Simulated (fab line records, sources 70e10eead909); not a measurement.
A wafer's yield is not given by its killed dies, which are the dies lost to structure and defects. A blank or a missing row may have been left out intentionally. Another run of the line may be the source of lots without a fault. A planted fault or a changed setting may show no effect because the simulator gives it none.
Matching of chambers	flow nand harc	3 sister chambers for NHARC_A_M1_PRE_CLEAN_32 on pecvd-04
The step time 12 s. 3 wafers are shown with their chamber, then 10 later ones without.

== EACH WAFER AND ITS CHAMBER ==
wafer	chamber	heater power w (W)
L087.6	2	672
L092.3	0	652
L092.5	1	427

== WAFERS MISSING THEIR CHAMBER ==
wafer	heater power w (W)
L092.6	596
L093.1	659
L093.5	664
L093.6	427
L094.2	481
L094.4	477
L094.6	688
L096.2	634
L096.3	683
L096.5	637

== CHAMBER TAKEN BY EACH ==
wafer	from the rows above	in truth
L092.6	can't be placed: 0 or 2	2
L093.1	can't be placed: 0 or 2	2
L093.5	can't be placed: 2 or 0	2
L093.6	1	1
L094.2	1	1
L094.4	1	1
L094.6	can't be placed: 2 or 0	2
L096.2	can't be placed: 0 or 2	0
L096.3	can't be placed: 2 or 0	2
L096.5	can't be placed: 0 or 2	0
Placed correctly: 3 of 10. These rows do not allow placing 7 (true chamber among the candidates in 7). 0 placed wrongly.
How it was worked out, from the rows above alone: a wafer's distance from a chamber is the root of the sum, over the readings, of the square of ((its reading less the chamber's mean) divided by the reading's scatter). If the next closest chamber is less than 2 further off than the closest, the wafer can't be placed; otherwise it belongs to the closest. The mean given for a chamber averages the wafers shown for that chamber. The scatter (one wafer shown for each chamber): square how far every hidden wafer sits from the nearest shown wafer, average those squares and take the square root.
